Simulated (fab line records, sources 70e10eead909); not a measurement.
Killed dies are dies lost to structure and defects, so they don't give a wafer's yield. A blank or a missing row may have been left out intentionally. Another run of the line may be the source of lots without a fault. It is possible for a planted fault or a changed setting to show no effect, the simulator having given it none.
Struck lot and sound lot, side by side ; flow nand harc ; 44 steps out of a route of 1159
Sound: the wafers L923.3, L923.4, L923.5. Struck: wafer L933.3 (left out: L933.2, L933.6 of the same lot, which were not struck); the cause appears at the end.
Per side, at each step with rows, come the tool, then ch with its chambers, and then its first start. Under that, the readings that differ: sound wafers ; struck wafers ; difference of the means ; sigmas: that difference in standard deviations of wafers without a fault.
alike: readings with means less than 2 such deviations apart, plus words and numbers identical on both sides. not compared: withheld readings, readings lacking a value on some wafer, bounds such as >300 that could conceal the same value, and numbers that have no deviation in the record and whose values overlap.
A row with sigmas, a row that says differs or no value, or rows on one side alone: a step with any of these is where the two part. Numbers that don't overlap but have no deviation are shown without sigmas and don't part them. A reading that every wafer of one side lacks parts them only if that side has two wafers or more.

first, 1 step without rows for these wafers: NHARC_P_GATE_DESCUM_31 (chemistry O2, time 3 s).
NHARC_P_GATE_ETCH_104: etches the open film in CF4/CHF3, target depth 60 nm.
  sound on rie diel-03 ch 0,2,3, day 4 19:59; struck on rie diel-03 ch 2, day 7 07:18
  alike: chamber pressure mTorr, drypump motor current A, oes product au, rf vpp V, showerhead plenum p Torr, throttle valve pct
then, 2 steps without rows for these wafers: NHARC_P_GATE_HM_OPEN_105 (chemistry O2/COS, target depth 360 nm); NHARC_P_GATE_STRIP_106 (strips in O2/COS).
NHARC_P_GATE_ETCH_114: etches the open film in CF4/O2, target depth 30 nm, overetch 3 nm, time 16.5 s.
  sound: rie diel-03 ch 2,3; struck: rie diel-03 ch 2
  alike: chamber pressure mTorr, drypump motor current A, oes product au, rf vpp V, showerhead plenum p Torr, throttle valve pct
  not compared: rf hours counter h
then, 2 steps without rows for these wafers: NHARC_P_GATE_ETCH_32 (etches the open film in HBr/Cl2, target depth 150 nm, time 100.1 s); NHARC_P_GATE_STRIP_108 (strips in O2).
NHARC_P_GATE_CD_MEAS_33:
  struck on cd sem-02, day 7 08:04; sound on cd sem-03, day 4 20:45
  alike: cd nm
then, 3 steps without rows for these wafers: NHARC_P_GATE_STRIP_35 (strips in SPM, time 600 s); NHARC_P_GATE_PRECLEAN_73 (cleans in SC1); NHARC_P_GATE_SRD_74.
NHARC_P_GATE_ALD_36: deposits SiNx, target thk 20 nm, pulse time 60 s, ald cycles 223.
  sound on ald sin-02 ch 0,1,3, day 4 21:12; struck on ald sin-04 ch 1, day 7 08:31
  alike: heater power w, precursor pulse height rel, susceptor temp C
NHARC_P_GATE_ETCHBACK_37: etches the open film in CHF3/O2, target depth 34.5 nm, time 17.2 s.
  sound on rie diel-12 ch 0,2,3, day 5 06:44; struck on rie diel-03 ch 3, day 7 18:03
  alike: chamber pressure mTorr, drypump motor current A, oes product au, rf vpp V, showerhead plenum p Torr, throttle valve pct
  not compared: rf hours counter h
NHARC_P_GATE_STRIP_101: strips in O2, time 20 s.
  sound on rie diel-12 ch 0,3, day 5 06:49; struck on rie diel-03 ch 2, day 7 18:09
  alike: chamber pressure mTorr, drypump motor current A, oes product au, rf vpp V, showerhead plenum p Torr, throttle valve pct
  not compared: rf hours counter h
then, 12 steps without rows for these wafers: NHARC_P_GATE_PRECLEAN_97 (cleans in SPM, time 600 s); NHARC_P_GATE_SRD_98; NHARC_P_GATE_PRECLEAN_99 (cleans in SC1); NHARC_P_GATE_SRD_100; NHARC_P_GATE_DEHYDRATE_38 (time 120 s); NHARC_P_GATE_HMDS_39 (time 30 s); NHARC_P_GATE_COAT_40; NHARC_P_GATE_SOFTBAKE_41 (time 95 s); NHARC_P_GATE_EBR_42; NHARC_P_GATE_EXPOSE_43 (exposes mask P NSD, target cd 720 nm); NHARC_P_GATE_PEB_44 (peb time 85 s); NHARC_P_GATE_DEVELOP_45 (time 70 s).
NHARC_P_GATE_CD_MEAS_46: target cd 720 nm.
  sound on cd sem-01 ch 0, day 5 07:44; struck on cd sem-03 ch 0, day 7 19:04
  alike: cd nm
then, 3 steps without rows for these wafers: NHARC_P_GATE_HARDBAKE_47 (time 80 s); NHARC_P_GATE_DESCUM_48 (chemistry O2, time 3 s); NHARC_P_GATE_IMPLANT_49.
NHARC_P_GATE_STRIP_111: strips in N2/H2, time 250 s.
  sound on plasma asher-02 ch 0,1, day 5 08:24; struck on plasma asher-01 ch 0, day 7 19:43
  alike: drypump motor current A, heater power w
  not compared: rf hours counter h
then, 10 steps without rows for these wafers: NHARC_P_GATE_STRIP_75 (strips in O2); NHARC_P_GATE_STRIP_50 (strips in SPM, time 900 s); NHARC_P_GATE_DEHYDRATE_51 (time 120 s); NHARC_P_GATE_HMDS_52 (time 30 s); NHARC_P_GATE_COAT_53; NHARC_P_GATE_SOFTBAKE_54 (time 95 s); NHARC_P_GATE_EBR_55; NHARC_P_GATE_EXPOSE_56 (exposes mask P PSD, target cd 720 nm); NHARC_P_GATE_PEB_57 (peb time 85 s); NHARC_P_GATE_DEVELOP_58 (time 70 s).
NHARC_P_GATE_CD_MEAS_59: target cd 720 nm.
  sound on cd sem-02 ch 0, day 5 09:32; struck on cd sem-01 ch 0, day 7 20:53
  alike: cd nm
NHARC_P_GATE_INSPECT_68:
  struck on defect inspect-01, day 8 01:53; sound on defect inspect-01, day 5 14:35
reading;sound;struck;difference;sigmas
raw defect count;149 159 257;697;+509;+7
-- record jumps: 15 days between struck wafers' starts before vs after; left off in module P_GATE, resumes in module END, first step shown is number 1159 of the route --
NHARC_END_SORT_01:
  here the record holds rows for the struck wafers (prober-02 ch 0, day 23 00:14) but none for the sound ones

## WHERE THEY PART
At NHARC_P_GATE_INSPECT_68 first; at NHARC_END_SORT_01 last (within this record only).

WHY: the cause the simulator had injected
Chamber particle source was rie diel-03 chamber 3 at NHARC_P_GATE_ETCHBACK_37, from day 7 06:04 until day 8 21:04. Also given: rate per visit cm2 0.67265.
